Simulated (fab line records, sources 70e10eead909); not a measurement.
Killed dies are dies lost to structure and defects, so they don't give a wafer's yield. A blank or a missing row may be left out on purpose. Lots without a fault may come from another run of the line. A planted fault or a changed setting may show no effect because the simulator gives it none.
Which tool did it? | flow nand_harc | 12 lots, 36 wafers sampled, at 6 steps of a route of 1302

WHAT THE GAUGES READ, wafer by wafer
NHARC_A_ONON_D1_THK_MEAS_30: measures by ellipsometry.
lot  | measured     | on            | thk_nm (nm)
L075 | day 8 23:29  | film_metro-01 | 1012 1010 1012
L077 | day 9 12:05  | film_metro-01 | 1011 1014 1013
L079 | day 10 10:46 | film_metro-02 | 1012 1012 1013
L081 | day 11 00:49 | film_metro-01 | 986 986 988
L083 | day 12 03:59 | film_metro-02 | 995 993 994
L085 | day 12 19:55 | film_metro-02 | 1007 1006 1007
L087 | day 13 20:14 | film_metro-01 | 984 983 983
L088 | day 14 12:12 | film_metro-01 | 1008 1007 1009
L091 | day 15 11:23 | film_metro-02 | 995 997 996
L094 | day 16 17:37 | film_metro-01 | 998 1000 997
L095 | day 17 10:24 | film_metro-02 | 1004 1003 1002
L097 | day 18 05:12 | film_metro-02 | 994 994 993

WHICH TOOL RAN EACH LOT (tool, then ch and the chambers of the sampled wafers, then the start)
lot  | NHARC_P_GATE_ALD_36               | NHARC_P_CONTACT_PVD_32                  | NHARC_P_M0_DESCUM_14               | NHARC_P_M2_PRE_CLEAN_32         | NHARC_P_BONDPAD_DEGAS_25
L075 | ald_sin-04 ch 0,2,3, day 5 21:17  | pvd_sputter-03, day 6 20:25 or earlier  | rie_diel-09 ch 0,1,2, day 6 20:25  | pecvd-02 ch 0,1,2, day 7 07:08  | pvd_sputter-03, day 7 09:53
L077 | ald_sin-03 ch 1,2,3, day 6 09:42  | pvd_sputter-03, day 7 08:41 or earlier  | rie_diel-09 ch 0,2,3, day 7 08:41  | pecvd-03 ch 0,1,2, day 7 19:30  | pvd_sputter-02, day 7 22:15
L079 | ald_sin-01 ch 0,2,3, day 7 06:20  | pvd_sputter-02, day 8 05:31 or earlier  | rie_diel-09 ch 0,1,3, day 8 05:31  | pecvd-01 ch 1,2, day 8 16:15    | pvd_sputter-03, day 8 19:01
L081 | ald_sin-04 ch 0,2,3, day 8 00:19  | pvd_sputter-01, day 8 21:20 or earlier  | rie_diel-09 ch 0,1,2, day 8 21:20  | pecvd-02 ch 1,2, day 9 08:34    | pvd_sputter-02, day 9 11:16
L083 | ald_sin-03 ch 0,1,2, day 9 02:11  | pvd_sputter-03, day 9 21:56 or earlier  | rie_diel-09 ch 0,2,3, day 9 21:56  | pecvd-01 ch 0,1, day 10 08:46   | pvd_sputter-03, day 10 11:38
L085 | ald_sin-01 ch 1,2, day 9 16:19    | pvd_sputter-03, day 10 14:40 or earlier | rie_diel-09 ch 0,1,2, day 10 14:40 | pecvd-01 ch 0,1, day 11 02:01   | pvd_sputter-01, day 11 04:53
L087 | ald_sin-04 ch 0,1,3, day 10 11:59 | pvd_sputter-03, day 11 11:04 or earlier | rie_diel-09 ch 0,1, day 11 11:04   | pecvd-01 ch 0,1,2, day 11 22:01 | pvd_sputter-03, day 12 00:53
L088 | ald_sin-03 ch 0,2,3, day 11 09:16 | pvd_sputter-02, day 12 07:41 or earlier | rie_diel-09 ch 0,1,2, day 12 07:41 | pecvd-03 ch 1,2, day 12 18:56   | pvd_sputter-02, day 12 21:47
L091 | ald_sin-01 ch 1,2,3, day 12 09:15 | pvd_sputter-02, day 13 08:08 or earlier | rie_diel-09 ch 1,3, day 13 08:08   | pecvd-03 ch 0,1,2, day 13 18:57 | pvd_sputter-02, day 13 21:52
L094 | ald_sin-04 ch 0,1, day 13 11:11   | pvd_sputter-03, day 14 10:17 or earlier | rie_diel-02 ch 1,3, day 14 10:17   | pecvd-03 ch 0,1,2, day 14 21:16 | pvd_sputter-02, day 15 00:08
L095 | ald_sin-03 ch 0,2, day 14 06:19   | pvd_sputter-01, day 15 06:49 or earlier | rie_diel-02 ch 0,2, day 15 06:49   | pecvd-03 ch 1,2, day 15 17:36   | pvd_sputter-02, day 15 20:19
L097 | ald_sin-01 ch 0,2, day 15 03:38   | pvd_sputter-01, day 16 01:29 or earlier | rie_diel-09 ch 0,3, day 16 01:29   | pecvd-01 ch 0,1,2, day 16 12:22 | pvd_sputter-01, day 16 15:13
- NHARC_P_GATE_ALD_36: deposits SiNx, target thk 20 nm, pulse time 60 s, ald cycles 223.
- NHARC_P_CONTACT_PVD_32: deposits Ti, target thk 5 nm, time 17.7 s.
- NHARC_P_M0_DESCUM_14: chemistry O2, time 3 s.
- NHARC_P_M2_PRE_CLEAN_32: time 12 s.
- NHARC_P_BONDPAD_DEGAS_25: time 60 s.

THE ANSWER, worked out from the rows above alone
Rule: what is usual is taken from the lots themselves. Put in order of their means at a reading, lots are off if they are a third of the lots or fewer, leave a main group of 4 or more, and stand apart from it by a gap of 3 or more times the standard deviation of the main group's means; of several such gaps the widest counts. A main group whose means are all the same, to the digits that the tables above print for the reading, isn't used. A lot without any number at a reading at which 4 lots or more have one is off too. The other lots that the step has rows for count as sound.
No lot is off at any reading shown: from this, nothing can be told.

WHAT THE SIMULATOR HAD PUT IN
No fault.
